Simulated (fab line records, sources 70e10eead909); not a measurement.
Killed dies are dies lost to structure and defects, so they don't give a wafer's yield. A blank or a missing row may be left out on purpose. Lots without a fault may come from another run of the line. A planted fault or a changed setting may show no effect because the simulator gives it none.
A struck lot beside a sound one | flow nand_harc | 15 steps out of a route of 1159
Sound: wafers L389.2, L389.4, L389.6. Struck: wafers L404.1, L404.5, L404.6. The cause comes at the end.
At each step with rows: each side's tool, then ch and its chambers, then its first start. Under that, the readings that differ: sound wafers | struck wafers | difference of the means | sigmas: that difference in standard deviations of wafers without a fault.
alike: readings whose means differ by less than 2 such deviations, and words and numbers that are the same on both sides. not compared: withheld readings, readings that some wafer has no value for, bounds like >300 that may hide the same value, and numbers for which the record gives no deviation and whose values overlap.
The two part at a step that has a row with sigmas, a row that says differs or no value, or rows on one side only. Numbers that don't overlap but have no deviation are shown without sigmas and don't part them. A reading that every wafer of one side lacks parts them only if that side has two wafers or more.

first, 8 steps without rows for these wafers: NHARC_THIN_TSV_DEHYDRATE_25 (time 120 s); NHARC_THIN_TSV_HMDS_26 (time 30 s); NHARC_THIN_TSV_COAT_27; NHARC_THIN_TSV_SOFTBAKE_28 (time 95 s); NHARC_THIN_TSV_EBR_29; NHARC_THIN_TSV_EXPOSE_30 (exposes mask PAD); NHARC_THIN_TSV_PEB_31 (peb time 85 s); NHARC_THIN_TSV_DEVELOP_32 (time 70 s).
NHARC_THIN_TSV_CD_MEAS_33: target cd 5000 nm.
  sound on cd_sem-02 ch 0, day 19 23:44; struck on cd_sem-03 ch 0, day 24 17:35
  alike: cd_nm
then, 1 step without rows for these wafers: NHARC_THIN_TSV_HARDBAKE_34 (time 80 s).
NHARC_THIN_TSV_DESCUM_35: chemistry O2, time 3 s.
  sound on rie_diel-11 ch 0,1, day 19 23:55; struck on rie_diel-13 ch 2,3, day 24 17:45
  alike: drypump_motor_current_A, oes_product_au, rf_vpp_V, showerhead_plenum_p_Torr, throttle_valve_pct
  not compared: rf_hours_counter_h
NHARC_THIN_TSV_ETCH_59: etches the open film in Cl2/BCl3, target depth 880 nm, time 138.1 s.
  sound on rie_metal-01 ch 0,1, day 20 00:01; struck on rie_metal-03 ch 0,1, day 24 17:53
  alike: drypump_motor_current_A, oes_product_au, run_length_s, throttle_valve_pct
  not compared: rf_hours_counter_h
NHARC_THIN_TSV_ETCH_36: etches the open film in Cl2/BCl3, target depth 65 nm, time 18.571 s.
  sound on rie_metal-01 ch 0,1, day 20 00:17; struck on rie_metal-03 ch 0,1, day 24 18:09
  reading          | sound          | struck         | difference | sigmas
  run_length_s (s) | 40.3 40.7 39.9 | 34.4 34.9 34.4 | -5.7       | -16
  alike: drypump_motor_current_A, oes_product_au
  not compared: rf_hours_counter_h
NHARC_THIN_TSV_STRIP_56: strips in O2.
  sound on plasma_asher-02 ch 0,1, day 20 00:26; struck on plasma_asher-02 ch 0,1, day 24 18:14
  alike: drypump_motor_current_A, heater_power_w
  not compared: rf_hours_counter_h
NHARC_END_SORT_01:
  sound on prober-02 ch 0, day 21 05:16; struck on prober-02 ch 0, day 25 00:43
  reading                  | sound          | struck         | difference | sigmas
  defect_limited_yield (%) | 96.9 97.8 97.5 | 93.2 93.9 93.2 | -4.0       | -2
  killed_at_array          | 17 11 13       | 39 34 38       | +23        | +2
  killed_at_other          | 0 0 2          | 3 3 1          | +2         | +2
  killed_dies              | 21 15 17       | 46 41 46       | +27        | +2
  sort_bin_2_pct (%)       | 0.6 0.4 0.6    | 2.5 2.1 3.0    | +2.0       | +3
  sort_bin_3_pct (%)       | 0 0 0          | 0.15 0.89 0.44 | +0.49      | +2
  sort_n_pass              | 656 662 660    | 631 636 631    | -27        | -2
  sort_yield_pct (%)       | 96.9 97.8 97.5 | 93.2 93.9 93.2 | -4.0       | -2
  alike: killed_at_periphery, killed_open, killed_short, sort_bin_4_pct, sort_rim_yield_pct

WHERE THEY PART
First at NHARC_THIN_TSV_ETCH_36; last, within this record, at NHARC_END_SORT_01.

WHY: what the simulator had put in
Process parameter drift: rie_metal-03, from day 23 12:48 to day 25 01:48, at NHARC_THIN_TSV_ETCH_36. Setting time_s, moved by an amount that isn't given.
